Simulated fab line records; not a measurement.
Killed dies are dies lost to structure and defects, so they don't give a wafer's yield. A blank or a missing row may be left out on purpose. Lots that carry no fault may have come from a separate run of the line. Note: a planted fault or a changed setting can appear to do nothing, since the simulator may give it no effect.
A struck lot beside a sound one    flow nand-harc    19 out of 1302 route steps
Sound: these wafers, L385.3, L385.5, L385.6. Struck: wafer L393.3 (left out: L393.4, L393.6 of the same lot, which were not struck); the cause appears at the end.
Each step with rows lists, per side, the tool, then ch with its chambers, then its first start. Under that, the readings that differ: sound wafers    struck wafers    difference of the means    sigmas: that difference in standard deviations of wafers without a fault.
alike: words and numbers the same on both sides, and readings whose means are apart by under 2 such deviations; not compared: readings that were withheld, readings missing a value for some wafer, numbers with overlapping values and no deviation given by the record, and bounds like >300 which may hide the same value.
The two part at a step that has a row with sigmas, a row that says differs or no value, or rows on one side only. Non-overlapping numbers with no deviation appear without sigmas and do not part them. A reading that every wafer of one side lacks parts them only if that side has two wafers or more.

NHARC_P_CONTACT_CMP_01: polishes SiO2, target thk 200 nm.
  sound on cmp-03 ch 0,1,2, day 9 17:20; struck on cmp-04 ch 0, day 12 19:04
  alike: motor-current-A
then, 10 steps without rows for these wafers: NHARC_P_CONTACT_SRD_03; NHARC_P_CONTACT_DEHYDRATE_04 (time 120 s); NHARC_P_CONTACT_HMDS_05 (time 30 s); NHARC_P_CONTACT_COAT_33 (time 75 s); NHARC_P_CONTACT_COAT_34 (time 65 s); NHARC_P_CONTACT_COAT_06 (resist thk 90 nm); NHARC_P_CONTACT_SOFTBAKE_07 (time 55 s); NHARC_P_CONTACT_EBR_08; NHARC_P_CONTACT_EXPOSE_09 (exposes mask P CA, target cd 90 nm); NHARC_P_CONTACT_PEB_10 (peb time 65 s).
NHARC_P_CONTACT_DEVELOP_11: develop time 35 s.
  sound on litho-track-06 ch 0, day 9 18:00; struck on litho-track-06 ch 0, day 12 19:00
reading                 sound              struck  difference  sigmas
resist-line-temp-C (C)  23.16 23.30 23.06  22.79   -0.38       -3
NHARC_P_CONTACT_CD_MEAS_12: target cd 90 nm.
  sound on cd-sem-02 ch 0, day 9 18:07; struck on cd-sem-03 ch 0, day 12 19:53
reading     sound           struck  difference  sigmas
cd-nm (nm)  91.1 89.6 90.1  93.8    +3.5        +6
NHARC_P_CONTACT_OVL_MEAS_13:
  sound on overlay-01, day 9 18:11; struck on overlay-02, day 12 19:59
  alike: overlay-x-nm, overlay-y-nm
NHARC_P_CONTACT_INSPECT_14:
  sound on defect-inspect-02, day 9 18:14; struck on defect-inspect-01, day 12 20:02
  alike: raw-defect-count
NHARC_P_CONTACT_DESCUM_17: chemistry O2, time 3 s.
  sound on rie-diel-06 ch 1,2,3, day 9 18:18; struck on rie-diel-13 ch 3, day 12 20:06
reading                     sound              struck  difference  sigmas
model.P_CONTACT.cd-nm (nm)  90.88 90.16 89.59  93.83   +3.62       
  alike: drypump-motor-current-A, o2-flow-sccm, oes-product-au, rf-vpp-V, showerhead-plenum-p-Torr, throttle-valve-pct
  not compared: rf-hours-counter-h
NHARC_P_CONTACT_ETCH_35: etches the open film in CF4, target depth 39 nm, time 65 s.
  sound on rie-diel-06 ch 1,2,3, day 9 18:24; struck on rie-diel-13 ch 1, day 12 20:10
reading                      sound              struck  difference  sigmas
cf4-flow-sccm (sccm)         149.6 149.8 150.6  151.0   +1.0        +2
drypump-motor-current-A (A)  5.8 5.5 5.7        4.9     -0.8        -2
model.P_CONTACT.cd-nm (nm)   90.84 89.55 89.17  94.37   +4.52       
  alike: oes-product-au, rf-vpp-V, showerhead-plenum-p-Torr, throttle-valve-pct
  not compared: rf-hours-counter-h
NHARC_P_CONTACT_ETCH_36: etches the open film in N2/H2, target depth 260 nm, time 406.25 s.
  sound: rie-diel-06 ch 2,3; struck: rie-diel-13 ch 3
  alike: drypump-motor-current-A, oes-product-au, rf-vpp-V, showerhead-plenum-p-Torr, throttle-valve-pct
  not compared: rf-hours-counter-h
-- jump in the record: it breaks off in module P_CONTACT and resumes in module END (first step shown: number 1302 of the route), and 19 days separate the struck wafers' starts before and after --
NHARC_END_SORT_01:
  sound on prober-02 ch 0, day 28 21:59; struck on prober-02 ch 0, day 32 00:58
  alike: killed-at-array, killed-at-other, killed-at-periphery, killed-dies, killed-open, killed-short

== WHERE THEY PART ==
First at NHARC_P_CONTACT_DEVELOP_11; last, within this record, at NHARC_P_CONTACT_ETCH_35. Later steps at which nothing parts them and some readings are alike: NHARC_P_CONTACT_ETCH_36, NHARC_END_SORT_01.

WHY: what had been put in by the simulator
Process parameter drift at NHARC_P_CONTACT_DEVELOP_11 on litho-track-06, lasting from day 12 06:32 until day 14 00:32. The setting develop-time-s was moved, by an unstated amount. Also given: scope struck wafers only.
